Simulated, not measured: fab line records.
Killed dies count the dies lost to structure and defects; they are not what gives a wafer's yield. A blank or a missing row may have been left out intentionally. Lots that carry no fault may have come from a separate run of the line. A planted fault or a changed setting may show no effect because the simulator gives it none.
Chamber matching ; flow n5 finfet ; N5_BEOL_M2_VIA_ETCH_34 on rie diel-04 has 4 sister chambers
The step etches the open film in C4F6/O2, target depth 69.4 nm, time 65.9 s. 14 wafers are shown with their chamber, then 7 later ones without.

## WAFERS WITH THEIR CHAMBER
wafer;chamber;showerhead plenum p Torr (Torr);rf vpp V (V);throttle valve pct (%)
L074.4;1;2.95;677;31.17
L074.5;0;2.79;659;30.82
L074.6;3;3.01;669;30.59
L077.1;3;3.00;668;30.57
L077.2;1;2.95;677;31.16
L077.6;1;2.95;679;31.19
L081.3;3;3.00;669;30.60
L081.5;1;2.95;676;31.23
L081.6;3;3.00;667;30.59
L083.3;1;2.94;677;31.20
L083.4;0;2.79;659;30.62
L083.5;1;2.94;678;31.19
L090.3;3;2.99;668;30.61
L090.5;2;2.84;663;30.72

SIGNATURES, as means of the wafers listed above
reading;chamber 0;chamber 1;chamber 2;chamber 3;scatter within a chamber
showerhead plenum p Torr;2.7900;2.9467;2.8400;3.0000;0.00577
rf vpp V;659.00;677.33;663.00;668.20;0.902
throttle valve pct;30.7200;31.1900;30.7200;30.5920;0.0489
Rule: a wafer lies at a distance from a chamber equal to the root of the sum of squares, over the readings, of (its reading less the chamber's mean, divided by the reading's scatter). The wafer belongs to the nearest chamber; if the next one is less than 2 further off, it can't be placed. The scatter: the root of (the sum of the squares of (reading less its chamber's mean) over the shown wafers, divided by (wafers less chambers)).

## WAFERS MISSING THEIR CHAMBER
wafer;showerhead plenum p Torr (Torr);rf vpp V (V);throttle valve pct (%)
L090.6;2.99;668;30.60
L093.2;2.94;677;31.22
L093.3;2.99;669;30.61
L093.4;2.84;667;30.75
L095.1;2.78;658;30.66
L095.4;2.93;677;31.23
L095.5;2.98;668;30.62

## EACH ONE'S CHAMBER
wafer;from the rows above;in truth
L090.6;3;3
L093.2;1;1
L093.3;3;3
L093.4;2;2
L095.1;0;0
L095.4;1;1
L095.5;3;3
Correct placement for 7 of the 7. Can't be placed from these rows: 0. Placed wrongly: 0.
